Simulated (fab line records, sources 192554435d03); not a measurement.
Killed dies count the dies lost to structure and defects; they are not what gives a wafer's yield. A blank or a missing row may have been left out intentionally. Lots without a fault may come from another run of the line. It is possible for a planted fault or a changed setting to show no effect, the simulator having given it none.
Which tool did it? :: flow n5_finfet :: 36 wafers sampled from 12 lots at 1 step of a route of 1938

## WHAT EACH GAUGE READ, for each wafer
N5_BEOL_M14_INSPECT_30: inspects for defects (macro).
lot: L076
measured: day 10 22:37
on: defect_inspect-02
raw_defect_count: 2 2 1

lot: L077
measured: day 12 00:10
on: defect_inspect-01
raw_defect_count: 1 0 3

lot: L081
measured: day 12 09:20
on: defect_inspect-01
raw_defect_count: 1 3 2

lot: L078
measured: day 12 17:19
on: defect_inspect-02
raw_defect_count: 3 6 0

lot: L084
measured: day 13 09:02
on: defect_inspect-02
raw_defect_count: 1 2 3

lot: L085
measured: day 13 18:21
on: defect_inspect-02
raw_defect_count: 3 2 3

lot: L088
measured: day 14 06:49
on: defect_inspect-02
raw_defect_count: 0 2 2

lot: L089
measured: day 15 00:56
on: defect_inspect-02
raw_defect_count: 1 2 1

lot: L092
measured: day 15 07:53
on: defect_inspect-01
raw_defect_count: 1 3 4

lot: L093
measured: day 15 16:33
on: defect_inspect-01
raw_defect_count: 2 2 1

lot: L094
measured: day 16 02:49
on: defect_inspect-01
raw_defect_count: 3 1 1

lot: L096
measured: day 16 20:35
on: defect_inspect-01
raw_defect_count: 2 1 3

## WHICH TOOL RAN EACH LOT (tool, then ch and the chambers of the sampled wafers, then the start)
Before these readings, the record contains no process step.

## THE ANSWER, worked out from the rows above alone
Rule: the lots themselves supply what counts as usual. The widest of any qualifying gaps counts: lots, ordered by their means at a reading, are off when they make up no more than a third of the lots, leave a main group of 4 or more, and stand apart from it by 3 or more times the standard deviation of that group's means. Not used: any main group whose means are identical at the precision the tables above print for the reading. A lot without any number at a reading at which 4 lots or more have one is off too. Where the step has rows for the other lots, those lots are counted as sound.
None of the lots is off at any reading shown; this tells nothing.

## WHAT THE SIMULATOR HAD PUT IN
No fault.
